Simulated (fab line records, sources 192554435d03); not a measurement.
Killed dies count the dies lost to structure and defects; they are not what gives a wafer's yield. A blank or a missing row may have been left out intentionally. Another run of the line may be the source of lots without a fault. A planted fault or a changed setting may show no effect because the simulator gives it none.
Chamber matching    flow n5_finfet    cvd_co-01 running N5_BEOL_M0_PRE_CLEAN_131: 3 sister chambers
The step time 15 s. 3 wafers are shown with their chamber, then 12 later ones without.

== WAFERS, EACH WITH ITS CHAMBER ==
wafer   chamber  heater_power_w (W)
L087.2  2        82
L087.5  1        80
L087.6  0        62

== WAFERS WITHOUT THEIR CHAMBER ==
wafer   heater_power_w (W)
L089.3  80
L089.4  61
L089.6  81
L090.2  82
L090.4  64
L090.6  80
L091.1  80
L091.3  79
L091.6  82
L095.1  83
L095.3  64
L095.5  83

== THE CHAMBER EACH PASSED THROUGH ==
wafer   from the rows above      in truth
L089.3  can't be placed: 1 or 2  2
L089.4  0                        0
L089.6  can't be placed: 1 or 2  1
L090.2  can't be placed: 2 or 1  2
L090.4  0                        0
L090.6  can't be placed: 1 or 2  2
L091.1  can't be placed: 1 or 2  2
L091.3  can't be placed: 1 or 2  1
L091.6  can't be placed: 2 or 1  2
L095.1  can't be placed: 2 or 1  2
L095.3  0                        0
L095.5  can't be placed: 2 or 1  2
Placed correctly: 3 of 12. Not placeable from these rows: 9 (in 9, the candidates include the true chamber). 0 placed wrongly.
How it was worked out, from the rows above alone: a wafer's distance from a chamber is the root of the sum, over the readings, of the square of ((its reading less the chamber's mean) divided by the reading's scatter). The wafer belongs to the nearest chamber; if the next one is less than 2 further off, it can't be placed. For every chamber, the mean is computed from those of its wafers that are shown. The scatter: with one shown wafer a chamber, the root of the mean of the squares of how far each hidden wafer lies from its nearest shown one.
